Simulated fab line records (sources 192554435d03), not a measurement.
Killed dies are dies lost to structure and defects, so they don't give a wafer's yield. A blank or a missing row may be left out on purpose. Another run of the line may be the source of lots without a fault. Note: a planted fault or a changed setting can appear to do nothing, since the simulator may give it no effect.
Split-lot trial | flow n5_finfet | on a route of 1938 steps: 7 lots, 21 wafers read

SPLIT DETAILS
At N5_MOL_CONTACT_COAG_COAT_02 (resist thk 30 nm), the setting spin_rpm was moved away from the recipe's 1500 rpm on 7 of the 21 wafers read, by -7.1% to +8.3%. For the rest of the wafers, this setting stayed at what the recipe calls for.

FROM THE SPLIT TO THE READING: what the file shows between them, 3 steps
- N5_MOL_CONTACT_COAG_EBR_04
- N5_MOL_CONTACT_COAG_SOFTBAKE_03: time 60 s
- N5_MOL_CONTACT_COAG_DESCUM_13: chemistry O2, time 7 s

THE READING
CAR-EUV_of_MOL_CONTACT_COAG_COAT_02.thk_nm (the simulator's own value, which no gauge read), in nm, at N5_MOL_CONTACT_COAG_ETCH_59 (etches underlayer in N2/H2, target depth 13 nm, time 10.4 s). The file gives no usual value for it. Average 14.6 nm, standard deviation 0.13 nm, over the 14 wafers here run with the recipe.

wafer  | tool, chamber at the split | spin_rpm as run, rpm | against the recipe | CAR-EUV_of_MOL_CONTACT_COAG_COAT_02.thk_nm, nm | against lot-mates on the recipe
L076.2 | litho_track-01, 0          | 1500                 | recipe             | 14.6                                           | -
L076.3 | litho_track-01, 0          | 1500                 | recipe             | 14.6                                           | -
L076.4 | litho_track-01, 0          | 1500                 | recipe             | 14.6                                           | -
L078.1 | litho_track-02, 0          | 1404                 | -6.4%              | 16                                             | +1.4
L078.4 | litho_track-02, 0          | 1404                 | -6.4%              | 15.4                                           | +0.8
L078.6 | litho_track-02, 0          | 1500                 | recipe             | 14.6                                           | -
L079.1 | litho_track-01, 0          | 1500                 | recipe             | 14.6                                           | -
L079.2 | litho_track-01, 0          | 1394                 | -7.1%              | 15.8                                           | +1.2
L079.4 | litho_track-01, 0          | 1394                 | -7.1%              | 15.6                                           | +1.0
L084.1 | litho_track-02, 0          | 1500                 | recipe             | 15                                             | -
L084.3 | litho_track-02, 0          | 1500                 | recipe             | 14.8                                           | -
L084.6 | litho_track-02, 0          | 1500                 | recipe             | 14.8                                           | -
L087.1 | litho_track-01, 0          | 1500                 | recipe             | 14.6                                           | -
L087.4 | litho_track-01, 0          | 1416                 | -5.6%              | 15.6                                           | +1.0
L087.5 | litho_track-01, 0          | 1416                 | -5.6%              | 15.4                                           | +0.8
L088.1 | litho_track-02, 0          | 1500                 | recipe             | 14.6                                           | -
L088.5 | litho_track-02, 0          | 1500                 | recipe             | 14.6                                           | -
L088.6 | litho_track-02, 0          | 1500                 | recipe             | 14.4                                           | -
L090.3 | litho_track-03, 0          | 1624                 | +8.3%              | 13.4                                           | -1.2
L090.5 | litho_track-03, 0          | 1500                 | recipe             | 14.6                                           | -
L090.6 | litho_track-03, 0          | 1500                 | recipe             | 14.6                                           | -

THE FIT
A straight line over all 21 wafers: CAR-EUV_of_MOL_CONTACT_COAG_COAT_02.thk_nm changes by -0.154 nm for each +1% of spin_rpm; r = -0.96; the points scatter about the line by 0.16 nm.
The same after taking each lot's own level away (the mean of its wafers on the recipe; 21 wafers): -0.157 nm for each +1%; r = -0.98; scatter 0.13 nm.
According to that fit, moving spin_rpm by its largest amount changes the reading by 1.3 nm.
The span of the lots' own levels, 14.53 to 14.87 nm, comes to 2.5 times the standard deviation stated above.
Consequently the slope shifts little with the lot-to-lot level, the two slopes agreeing.
Check: for one of the wafers moved furthest among these (+8.3%), held out of the fit, the line's prediction against its lot-mates is -1.34 nm. Against them it came out at -1.2 nm.

ADDITIONAL SPLITS CARRIED BY THESE WAFERS
Before the reading, these wafers also passed through other splits. Each is held against what the fit with the lots' levels taken away leaves over:
other split on the same wafers | wafers away from the commonest value | r with CAR-EUV_of_MOL_CONTACT_COAG_COAT_02.thk_nm (lot level and that fit taken away)
N5_HKMG_FIN_EXPOSE_46 dose_mj  | 11                                   | -0.23
N5_HKMG_FIN_ETCH_58 source_w   | 6                                    | -0.34
N5_HKMG_FIN_COAT_29 spin_rpm   | 5                                    | -0.05

THE WHOLE CHAIN: every reading that the file lists as answering this split, in the file's order
step                          | what it does                                                | reading                                                                                     | change (the file's fit)               | r (the file's)
N5_MOL_CONTACT_COAG_COAT_02   | resist thk 30 nm                                            | CAR-EUV_of_MOL_CONTACT_COAG_COAT_02.thk_nm (the simulator's own value, which no gauge read) | -0.149 nm for each +1% of the setting | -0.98
N5_MOL_CONTACT_COAG_DESCUM_13 | chemistry O2, time 7 s                                      | CAR-EUV_of_MOL_CONTACT_COAG_COAT_02.thk_nm (the simulator's own value, which no gauge read) | -0.145 nm for each +1% of the setting | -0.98
N5_MOL_CONTACT_COAG_ETCH_59   | etches underlayer in N2/H2, target depth 13 nm, time 10.4 s | CAR-EUV_of_MOL_CONTACT_COAG_COAT_02.thk_nm (the simulator's own value, which no gauge read) | -0.156 nm for each +1% of the setting | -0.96

THE FILE'S OWN FIT
CAR-EUV_of_MOL_CONTACT_COAG_COAT_02.thk_nm changes by -0.156 nm for each +1% of spin_rpm, r = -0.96.
